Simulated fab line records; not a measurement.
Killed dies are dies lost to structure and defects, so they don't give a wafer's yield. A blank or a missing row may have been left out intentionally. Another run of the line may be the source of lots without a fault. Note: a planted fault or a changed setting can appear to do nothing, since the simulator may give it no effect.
A struck lot beside a sound one -- flow n5-finfet -- 36 out of 1938 route steps
Sound: the wafers L868.2, L868.4, L868.5. Struck: wafer L859.1 (left out: L859.5, L859.6 of the same lot, which were not struck); the cause appears at the end.
For every step that has rows: the tool of each side, followed by ch and its chambers, followed by its first start. Under that, the readings that differ: sound wafers -- struck wafers -- difference of the means -- sigmas: that difference in standard deviations of wafers without a fault.
alike: readings whose means differ by less than 2 such deviations, and words and numbers that are the same on both sides. not compared: withheld readings, readings that some wafer has no value for, bounds like >300 that may hide the same value, and numbers for which the record gives no deviation and whose values overlap.
The two part at a step that has a row with sigmas, a row that says differs or no value, or rows on one side only. Non-overlapping numbers with no deviation appear without sigmas and do not part them. Lack of a reading on every wafer of one side parts them only where that side has two or more wafers.

first, 9 steps without rows for these wafers: N5_BEOL_M4_ANNEAL_95 (time 240 s); N5_BEOL_M4_SPUTTER_96 (material Cu, target thk 4.5 nm, time 8.29 s); N5_BEOL_M4_ECD_50 (material Cu, target thk 300 nm); N5_BEOL_M4_ANNEAL_51 (time 90 s); N5_BEOL_M4_CMP_52 (polishes, stops on SiOC, t overpolish 6.8 s, target thk 40 nm); N5_BEOL_M4_PRE_CLEAN_60 (time 15 s); N5_BEOL_M4_CO_CAP_55 (material Co, precursor CCTBA/H2, target thk 2 nm, time 102.1 s); N5_BEOL_M4_PRE_CLEAN_56 (time 15 s); N5_BEOL_M4_DEP_57 (deposits SiCN from 3MS/NH3, target thk 8 nm, time 14 s).
N5_BEOL_M4_RC_MEAS_101:
  sound on prober-02 ch 0, day 12 03:12; struck on prober-01 ch 0, day 10 15:33
  alike: DIBL_N, DIBL_P, IOFF_N, IOFF_P, ION_N, ION_P, SS_N, SS_P, VT_N, VT_P
then, 24 steps without rows for these wafers: N5_BEOL_M5_ILD_DEP_00 (deposits SiCOH lowk from DEMS/porogen, target thk 140.64 nm, time 25.9 s); N5_BEOL_M5_CURE_79 (cures SiCOH lowk, time 240 s); N5_BEOL_M5_PECVD_70 (deposits SiO2 from TEOS/O2, target thk 16 nm, time 18 s); N5_BEOL_M5_HM_DEP_02 (deposits TiN, target thk 20 nm); N5_BEOL_M5_COAT_59 (time 60 s, resist thk 60 nm); N5_BEOL_M5_COAT_60 (time 60 s, resist thk 12 nm); N5_BEOL_M5_COAT_71 (time 60 s, resist thk 5 nm); N5_BEOL_M5_COAT_05 (resist thk 30 nm); N5_BEOL_M5_EBR_07; N5_BEOL_M5_SOFTBAKE_06 (time 60 s); N5_BEOL_M5_EXPOSE_08 (exposes mask M5, target cd 28 nm); N5_BEOL_M5_PEB_09 (peb time 60 s); N5_BEOL_M5_DEVELOP_10 (develop time 30 s); N5_BEOL_M5_DESCUM_16 (chemistry O2, time 7 s); N5_BEOL_M5_ETCH_72 (etches underlayer in N2/H2, target depth 6.5 nm, time 5.2 s); N5_BEOL_M5_ETCH_61 (etches SiARC in CF4, target depth 15.6 nm, time 26 s); N5_BEOL_M5_ETCH_62 (etches SOC in N2/H2, target depth 75 nm, overetch 15 nm, time 112.5 s); N5_BEOL_M5_STRIP_63 (strips in N2/H2); N5_BEOL_M5_STRIP_73 (strips in N2/H2); N5_BEOL_M5_STRIP_64 (strips in CF4); N5_BEOL_M5_HM_OPEN_17 (chemistry Cl2/BCl3, target TiN, target depth 20 nm, overetch 6 nm); N5_BEOL_M5_STRIP_19 (strips in O2); N5_BEOL_M5_COAT_65 (time 60 s, resist thk 60 nm); N5_BEOL_M5_COAT_66 (time 60 s, resist thk 12 nm).
-- record jumps: 3 days separate the struck wafers' starts on either side; left off in module BEOL_M5, taken up again in module BEOL_M11, whose first shown step is the route's number 1593 --
N5_BEOL_M11_SPUTTER_48: material Cu, target thk 12 nm, time 2 s.
  sound: pvd-sputter-01 at day 15 01:40; struck: pvd-sputter-03 at day 13 05:55
  alike: throttle-valve-pct
N5_PASSIVATION_PROBE_49:
  sound: prober-02 at day 17 02:37; struck: prober-01 at day 15 01:35
reading,sound,struck,difference,sigmas
defect-limited-yield (%),93.1,81.4,-11.7,-8
killed_at_M4_up,15,149,+134,+24
killed-dies,81,220,+139,+8
killed-on-rim,12,27,+15,+3
sort_bin_5_function (%),4.1,11.8,+7.7,+8
sort_bin_6_memory (%),2.2,6.7,+4.5,+7
sort-n-pass,1099,960,-139,-8
sort-yield-pct (%),93.1,81.4,-11.7,-8
  alike: killed_at_M0_to_M3, killed-at-contacts, killed-at-front-end, killed-at-other, killed-open, killed-short

== WHERE THEY PART ==
N5_PASSIVATION_PROBE_49 only, going by this record.

WHY: the cause the simulator had injected
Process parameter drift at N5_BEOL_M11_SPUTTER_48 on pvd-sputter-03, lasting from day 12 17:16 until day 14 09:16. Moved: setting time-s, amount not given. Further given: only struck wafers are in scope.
